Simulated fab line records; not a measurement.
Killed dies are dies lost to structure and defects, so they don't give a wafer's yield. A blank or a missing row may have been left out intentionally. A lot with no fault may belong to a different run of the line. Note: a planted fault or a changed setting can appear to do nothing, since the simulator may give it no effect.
Which of the tools did it? + flow n5_finfet + 31 wafers from 11 lots sampled at 6 of the route's 1938 steps

== WHAT THE GAUGES SHOWED, per wafer ==
The record holds no reading of a measuring or inspecting step that can be judged against a usual standard deviation.

== TOOL THAT RAN EACH LOT (tool first, then ch and the chambers of the sampled wafers, then the start) ==
| lot  | N5_BEOL_M6_VIA_ETCH_34             | N5_BEOL_M6_DEGAS_44          | N5_BEOL_M6_ECD_50              | N5_BEOL_M6_CMP_52             | N5_BEOL_M7_PECVD_70             | N5_PASSIVATION_PROBE_49 |
|------|------------------------------------|------------------------------|--------------------------------|-------------------------------|---------------------------------|-------------------------|
| L612 | rie_diel-01 ch 0,1,2, day 8 15:32  | pvd_sputter-02, day 8 16:35  | ecd_cu-02 ch 0,1, day 8 17:34  | cmp-04 ch 0,1,3, day 8 18:23  | pecvd-01 ch 0,1,2, day 8 20:17  | -                       |
| L614 | rie_diel-01 ch 0,3, day 8 22:49    | pvd_sputter-03, day 8 23:56  | ecd_cu-01 ch 0,1, day 9 01:05  | cmp-01 ch 2,3, day 9 01:54    | pecvd-01 ch 0,1, day 9 03:19    | -                       |
| L615 | rie_diel-01 ch 0,1, day 9 09:37    | pvd_sputter-03, day 9 10:41  | ecd_cu-02 ch 0,1, day 9 12:01  | cmp-01 ch 2, day 9 12:46      | pecvd-04 ch 0,1, day 9 14:07    | prober-01, day 12 23:55 |
| L618 | rie_diel-02 ch 3, day 10 01:05     | pvd_sputter-01, day 10 01:55 | ecd_cu-02 ch 0,1, day 10 03:05 | cmp-04 ch 0,1, day 10 03:50   | pecvd-04 ch 0,1, day 10 04:58   | prober-02, day 13 18:41 |
| L626 | rie_diel-05 ch 1,3, day 12 03:40   | pvd_sputter-02, day 12 04:37 | ecd_cu-01 ch 0,1, day 12 05:23 | cmp-01 ch 0,2,3, day 12 06:13 | pecvd-04 ch 0,1,2, day 12 07:18 | prober-02, day 15 15:28 |
| L627 | rie_diel-01 ch 1,2,3, day 12 06:13 | pvd_sputter-02, day 12 08:08 | ecd_cu-01 ch 0,1, day 12 08:55 | cmp-01 ch 1,2,3, day 12 09:30 | pecvd-03 ch 1,2, day 12 10:37   | -                       |
| L628 | rie_diel-01 ch 1,2,3, day 12 08:13 | pvd_sputter-01, day 12 09:02 | ecd_cu-01 ch 0,1, day 12 11:08 | cmp-01 ch 1,2,3, day 12 11:34 | pecvd-04 ch 0,1,2, day 12 13:07 | -                       |
| L632 | rie_diel-05 ch 0,2,3, day 13 10:55 | pvd_sputter-03, day 13 12:10 | ecd_cu-02 ch 0,1, day 13 12:55 | cmp-04 ch 0,2,3, day 13 13:46 | pecvd-04 ch 0,1, day 13 16:46   | -                       |
| L631 | rie_diel-01 ch 0,1,3, day 13 18:25 | pvd_sputter-01, day 13 19:29 | ecd_cu-01 ch 0,1, day 13 21:23 | cmp-02 ch 0,3, day 13 21:49   | pecvd-03 ch 0,2, day 13 23:22   | prober-01, day 17 02:38 |
| L633 | rie_diel-02 ch 0,1,3, day 13 23:12 | pvd_sputter-03, day 14 00:22 | ecd_cu-01 ch 0,1, day 14 01:14 | cmp-04 ch 1,2,3, day 14 01:38 | pecvd-04 ch 1,2, day 14 02:45   | -                       |
| L634 | rie_diel-01 ch 2,3, day 14 05:48   | pvd_sputter-03, day 14 08:53 | ecd_cu-02 ch 0,1, day 14 09:59 | cmp-01 ch 0,2,3, day 14 10:23 | pecvd-01 ch 0,2, day 14 11:29   | -                       |
- N5_BEOL_M6_VIA_ETCH_34: etches SiCOH lowk in C4F6/O2, target depth 126.3 nm, time 50.9 s.
- N5_BEOL_M6_DEGAS_44: time 60 s.
- N5_BEOL_M6_ECD_50: material Cu, target thk 300 nm.
- N5_BEOL_M6_CMP_52: polishes, stops on SiCOH lowk, t overpolish 6.9 s, target thk 80 nm.
- N5_BEOL_M7_PECVD_70: deposits SiO2 from TEOS/O2, target thk 20 nm, time 22.7 s.
- N5_PASSIVATION_PROBE_49

== WHAT THE TOOLS THEMSELVES READ (means of the sampled wafers that have a number; where no wafer has one, the mark that the record gives instead) ==
N5_BEOL_M6_VIA_ETCH_34. Usual: drypump_motor_current_A 5.7 A, standard deviation 0.33; mfc_ar_sccm 299.9 sccm, standard deviation 0.96; oes_product_au 0.80 a.u., standard deviation 0.086; rf_vpp_V 654 V, standard deviation 12; showerhead_plenum_p_Torr 2.87 Torr, standard deviation 0.11; throttle_valve_pct 20.93 %, standard deviation 0.24.
| lot  | tool        | drypump_motor_current_A (A) | mfc_ar_sccm (sccm) | oes_product_au (a.u.) | rf_vpp_V (V) | showerhead_plenum_p_Torr (Torr) | throttle_valve_pct (%) | flag |
|------|-------------|-----------------------------|--------------------|-----------------------|--------------|---------------------------------|------------------------|------|
| L612 | rie_diel-01 | 6.0                         | 300.2              | 0.78                  | 649          | 2.83                            | 21.10                  |      |
| L614 | rie_diel-01 | 5.8                         | 300.7              | 0.88                  | 644          | 2.83                            | 20.98                  |      |
| L615 | rie_diel-01 | 5.9                         | 299.9              | 0.80                  | 648          | 2.88                            | 21.12                  |      |
| L618 | rie_diel-02 | 5.4                         | 298.9              | 0.73                  | 678          | 2.85                            | 21.27                  |      |
| L626 | rie_diel-05 | 5.8                         | 300.8              | 0.77                  | 659          | 2.98                            | 20.83                  |      |
| L627 | rie_diel-01 | 5.7                         | 299.6              | 0.81                  | 649          | 2.94                            | 20.83                  |      |
| L628 | rie_diel-01 | 5.6                         | 300.2              | 0.81                  | 648          | 2.94                            | 20.84                  |      |
| L632 | rie_diel-05 | 5.9                         | 299.0              | 0.81                  | 670          | 2.86                            | 20.77                  |      |
| L631 | rie_diel-01 | 5.7                         | 299.2              | 0.77                  | 643          | 2.85                            | 20.99                  |      |
| L633 | rie_diel-02 | 5.6                         | 298.9              | 0.75                  | 661          | 2.84                            | 21.05                  |      |
| L634 | rie_diel-01 | 5.7                         | 300.1              | 0.87                  | 653          | 2.97                            | 20.79                  |      |

N5_BEOL_M6_DEGAS_44. Usual: heater_power_w reads 325 W (standard deviation 34).
| lot  | tool           | heater_power_w (W) | flag |
|------|----------------|--------------------|------|
| L612 | pvd_sputter-02 | 371                |      |
| L614 | pvd_sputter-03 | 309                |      |
| L615 | pvd_sputter-03 | 302                |      |
| L618 | pvd_sputter-01 | 295                |      |
| L626 | pvd_sputter-02 | 365                |      |
| L627 | pvd_sputter-02 | 370                |      |
| L628 | pvd_sputter-01 | 308                |      |
| L632 | pvd_sputter-03 | 313                |      |
| L631 | pvd_sputter-01 | 295                |      |
| L633 | pvd_sputter-03 | 294                |      |
| L634 | pvd_sputter-03 | 309                |      |

N5_BEOL_M6_CMP_52. Usual: motor_current_A 6.1 A, standard deviation 0.64; time_to_endpoint_s 63 s, standard deviation 4.3.
| lot  | tool   | motor_current_A (A) | time_to_endpoint_s (s) | flag |
|------|--------|---------------------|------------------------|------|
| L612 | cmp-04 | 6.7                 | 60                     |      |
| L614 | cmp-01 | 5.4                 | 61                     |      |
| L615 | cmp-01 | 4.8                 | 92                     | OFF  |
| L618 | cmp-04 | 6.3                 | 77                     | OFF  |
| L626 | cmp-01 | 5.6                 | 64                     |      |
| L627 | cmp-01 | 5.8                 | 60                     |      |
| L628 | cmp-01 | 5.8                 | 64                     |      |
| L632 | cmp-04 | 6.3                 | 62                     |      |
| L631 | cmp-02 | 6.3                 | 63                     |      |
| L633 | cmp-04 | 6.5                 | 58                     |      |
| L634 | cmp-01 | 5.6                 | 61                     |      |

N5_BEOL_M7_PECVD_70. Usual: heater_power_w 730 W, standard deviation 90; showerhead_plenum_p_Torr 8.74 Torr, standard deviation 0.064; throttle_valve_pct 21.9 %, standard deviation 1.8.
| lot  | tool     | heater_power_w (W) | showerhead_plenum_p_Torr (Torr) | throttle_valve_pct (%) | flag |
|------|----------|--------------------|---------------------------------|------------------------|------|
| L612 | pecvd-01 | 705                | 8.73                            | 22.0                   |      |
| L614 | pecvd-01 | 683                | 8.73                            | 21.7                   |      |
| L615 | pecvd-04 | 866                | 8.79                            | 23.0                   |      |
| L618 | pecvd-04 | 890                | 8.79                            | 22.8                   |      |
| L626 | pecvd-04 | 841                | 8.79                            | 22.6                   |      |
| L627 | pecvd-03 | 676                | 8.73                            | 22.6                   |      |
| L628 | pecvd-04 | 854                | 8.80                            | 22.6                   |      |
| L632 | pecvd-04 | 841                | 8.79                            | 22.9                   |      |
| L631 | pecvd-03 | 659                | 8.72                            | 19.6                   |      |
| L633 | pecvd-04 | 829                | 8.79                            | 22.6                   |      |
| L634 | pecvd-01 | 656                | 8.80                            | 22.4                   |      |

N5_PASSIVATION_PROBE_49. Usual: defect_limited_yield 91.0 %, standard deviation 1.4; killed_at_M0_to_M3 36, standard deviation 11; killed_at_M4_up 13, standard deviation 5.4; killed_at_contacts 12, standard deviation 6.4; killed_at_front_end 41, standard deviation 13; killed_at_other 2.9, standard deviation 2.3; killed_dies 106, standard deviation 17; killed_open 70, standard deviation 12; killed_short 34, standard deviation 8.4; sort_bin_4_leakage 0.01 %, standard deviation 0.057; sort_bin_5_function 5.2 %, standard deviation 1; sort_bin_6_memory 3.4 %, standard deviation 0.63; sort_n_pass 1074, standard deviation 18; sort_yield_pct 91.0 %, standard deviation 1.6.
| lot  | tool      | defect_limited_yield (%) | killed_at_M0_to_M3 | killed_at_M4_up | killed_at_contacts | killed_at_front_end | killed_at_other | killed_dies | killed_open | killed_short | sort_bin_4_leakage (%) | sort_bin_5_function (%) | sort_bin_6_memory (%) | sort_n_pass | sort_yield_pct (%) | flag |
|------|-----------|--------------------------|--------------------|-----------------|--------------------|---------------------|-----------------|-------------|-------------|--------------|------------------------|-------------------------|-----------------------|-------------|--------------------|------|
| L615 | prober-01 | 91.8                     | 38                 | 10              | 6                  | 42                  | 1.0             | 97          | 62          | 34           | 0.00                   | 5.0                     | 3.1                   | 1083        | 91.8               |      |
| L618 | prober-02 | 92.1                     | 36                 | 14              | 8                  | 34                  | 2.5             | 94          | 64          | 29           | 0.00                   | 4.4                     | 3.2                   | 1086        | 92.1               |      |
| L626 | prober-02 | 92.8                     | 24                 | 15              | 11                 | 33                  | 2.3             | 85          | 59          | 26           | 0.00                   | 4.1                     | 3.0                   | 1095        | 92.8               |      |
| L631 | prober-01 | 90.4                     | 36                 | 8               | 22                 | 46                  | 1.3             | 114         | 75          | 37           | 0.00                   | 5.7                     | 3.6                   | 1066        | 90.4               |      |

== THE ANSWER, worked out from the rows above alone ==
Rule: take the mean of a lot's wafers that have a number; if it is more than 3 standard deviations from the usual mean, the lot is off. A lot without any number at a reading at which 4 lots or more have one is off too. All remaining lots with rows at the step are treated as sound. First the gauges in route order, then the tools' own readings, where a lot's mean is used as printed above. The first step at which some lot is off is used, and at that step the reading that is off furthest; a lot without a number counts as furthest.
Off: L615, L618 (N5_BEOL_M6_CMP_52, time_to_endpoint_s).
A tool fits if, at that step or a process step before it, it ran every lot that is off, and no sound lot after the first of them. Of those tried, none fits.

== WHAT WAS PUT IN BY THE SIMULATOR ==
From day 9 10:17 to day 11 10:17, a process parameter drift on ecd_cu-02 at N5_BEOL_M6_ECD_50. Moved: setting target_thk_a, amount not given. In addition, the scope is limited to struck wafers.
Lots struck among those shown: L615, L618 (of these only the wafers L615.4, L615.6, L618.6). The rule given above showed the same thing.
